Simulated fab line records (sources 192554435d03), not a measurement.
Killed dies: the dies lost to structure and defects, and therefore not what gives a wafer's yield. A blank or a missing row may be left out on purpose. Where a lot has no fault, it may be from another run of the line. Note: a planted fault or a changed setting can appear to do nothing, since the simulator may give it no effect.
Chamber matching ; flow n5-finfet ; N5_BEOL_M1_ETCH_69 on rie-diel-02 has 4 sister chambers
The step etches SiARC in CF4, target depth 15.6 nm, time 26 s. 18 wafers are shown with their chamber, then 9 later ones without.

## WAFERS, EACH WITH ITS CHAMBER
wafer;chamber;drypump-motor-current-A (A);throttle-valve-pct (%);showerhead-plenum-p-Torr (Torr)
L074.1;3;5.2;15.80;2.23
L074.3;0;5.3;15.68;2.03
L074.6;3;5.2;15.81;2.23
L075.1;3;5.2;15.82;2.23
L075.3;0;5.4;15.69;2.03
L075.4;1;4.9;15.71;2.19
L078.2;3;5.2;15.82;2.23
L078.4;3;5.2;15.79;2.23
L078.5;1;4.9;15.74;2.19
L080.2;1;4.9;15.73;2.19
L080.4;2;5.6;15.48;2.14
L080.5;3;5.2;15.84;2.22
L081.1;2;5.6;15.48;2.14
L081.4;3;5.2;15.82;2.22
L081.5;1;4.9;15.72;2.19
L086.1;0;5.4;15.19;2.28
L086.3;3;5.2;15.85;2.22
L086.4;2;5.6;15.49;2.14

SIGNATURES, as means of the wafers listed above
reading;chamber 0;chamber 1;chamber 2;chamber 3;scatter within a chamber
drypump-motor-current-A;5.367;4.900;5.600;5.200;0.0218
throttle-valve-pct;15.5200;15.7250;15.4833;15.8187;0.109
showerhead-plenum-p-Torr;2.1133;2.1900;2.1400;2.2263;0.0547
Rule: for each reading, subtract the chamber's mean from the wafer's reading, divide by that reading's scatter and square the result; add these up over the readings and take the root, which gives the wafer's distance from the chamber. If the next closest chamber is less than 2 further off than the closest, the wafer can't be placed; otherwise it belongs to the closest. How the scatter is found: for the shown wafers, subtract from each reading the mean of its chamber, square and add these, divide the total by (wafers less chambers), then take the root.

## WAFERS WHOSE CHAMBER IS MISSING
wafer;drypump-motor-current-A (A);throttle-valve-pct (%);showerhead-plenum-p-Torr (Torr)
L088.1;4.9;15.23;2.19
L088.4;5.2;15.87;2.22
L088.5;5.6;15.52;2.14
L092.3;4.9;15.27;2.19
L092.4;4.9;15.27;2.19
L092.6;5.4;15.24;2.27
L097.1;4.9;15.28;2.18
L097.2;5.6;15.52;2.13
L097.3;5.4;15.27;2.27

## EACH ONE'S CHAMBER
wafer;from the rows above;in truth
L088.1;1;1
L088.4;3;3
L088.5;2;2
L092.3;1;1
L092.4;1;1
L092.6;0;0
L097.1;1;1
L097.2;2;2
L097.3;0;0
Correctly placed: 9 of 9. Not placeable from these rows: 0. Wrongly placed: 0.
